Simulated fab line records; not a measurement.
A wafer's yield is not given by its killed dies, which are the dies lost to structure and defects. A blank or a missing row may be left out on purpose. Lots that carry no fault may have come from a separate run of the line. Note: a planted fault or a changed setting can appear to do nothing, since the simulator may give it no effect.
Lot-split experiment -- flow n5_finfet -- 21 wafers read from 7 lots, route of 1938 steps

SPLIT DETAILS
At N5_BEOL_M9_TRENCH_ETCH_37 (etches SiCOH lowk in C4F6/O2, target depth 151.43 nm, time 49 s), the setting source_w was moved away from the recipe's 345 W on 7 of the 21 wafers read, by -16.7% to +5.9%. All remaining wafers had this setting at the recipe value.

The split's own step is where the reading is taken.

THE READING
rf_vpp_V, in V, at N5_BEOL_M9_TRENCH_ETCH_37 (etches SiCOH lowk in C4F6/O2, target depth 151.43 nm, time 49 s). Fault-free wafers of this fab line usually give 664 V, standard deviation 6.2 V.

wafer,"tool, chamber at the split","source_w as run, W",against the recipe,"rf_vpp_V, V",against lot-mates on the recipe
L074.4,"rie_diel-04, 1",345,recipe,659,-
L074.5,"rie_diel-04, 1",345,recipe,659,-
L074.6,"rie_diel-04, 0",287.3,-16.7%,731,+72
L075.2,"rie_diel-04, 1",290.9,-15.7%,718,no lot-mate on the recipe
L075.3,"rie_diel-04, 3",290.9,-15.7%,736,no lot-mate on the recipe
L075.6,"rie_diel-04, 0",290.9,-15.7%,726,no lot-mate on the recipe
L076.3,"rie_diel-02, 0",345,recipe,660,-
L076.5,"rie_diel-02, 1",345,recipe,668,-
L076.6,"rie_diel-02, 0",345,recipe,661,-
L080.1,"rie_diel-02, 2",345,recipe,663,-
L080.5,"rie_diel-02, 1",365.2,+5.9%,649,-14
L080.6,"rie_diel-02, 2",345,recipe,662,-
L085.3,"rie_diel-01, 0",345,recipe,654,-
L085.4,"rie_diel-01, 2",345,recipe,666,-
L085.5,"rie_diel-01, 1",345,recipe,662,-
L086.1,"rie_diel-04, 0",345,recipe,665,-
L086.2,"rie_diel-04, 1",345,recipe,657,-
L086.5,"rie_diel-04, 2",345,recipe,662,-
L097.3,"rie_diel-04, 3",312.7,-9.4%,709,+51
L097.5,"rie_diel-04, 1",345,recipe,658,-
L097.6,"rie_diel-04, 3",312.7,-9.4%,709,+51

THE FIT
A straight line over all 21 wafers: rf_vpp_V changes by -4.16 V for each +1% of source_w; r = -0.98; the points scatter about the line by 5.6 V.
The same after taking each lot's own level away (the mean of its wafers on the recipe; 18 wafers): -4.48 V for each +1%; r = -0.98; scatter 5.2 V.
On that fit, the largest move of source_w shifts the reading by 75 V.
The span of the lots' own levels, 658.0 to 663.0 V, comes to 0.8 times the standard deviation stated above.
The two slopes agree, so the slope changes little with the lot-to-lot level.
Check: +82.5 V against its lot-mates is what the line predicts for one of the wafers moved furthest among these (-16.7%) when that wafer is left out of the fit. Against them it came out at +72 V.
Tool readings at the split's step, against how far the setting was moved: rf_vpp_V r = -0.98.

THESE WAFERS: OTHER SPLITS
Other splits were also applied to these wafers ahead of the reading. Each is held against what the fit with the lots' levels taken away leaves over:
other split on the same wafers,wafers away from the commonest value,r with rf_vpp_V (lot level and that fit taken away)
N5_BEOL_M8_TRENCH_ETCH_37 time_s,8,-0.21
N5_BEOL_M8_ALD_77 ald_cycles,4,-0.08

THE FILE'S OWN FIT
rf_vpp_V changes by -4.41 V for each +1% of source_w, r = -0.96.
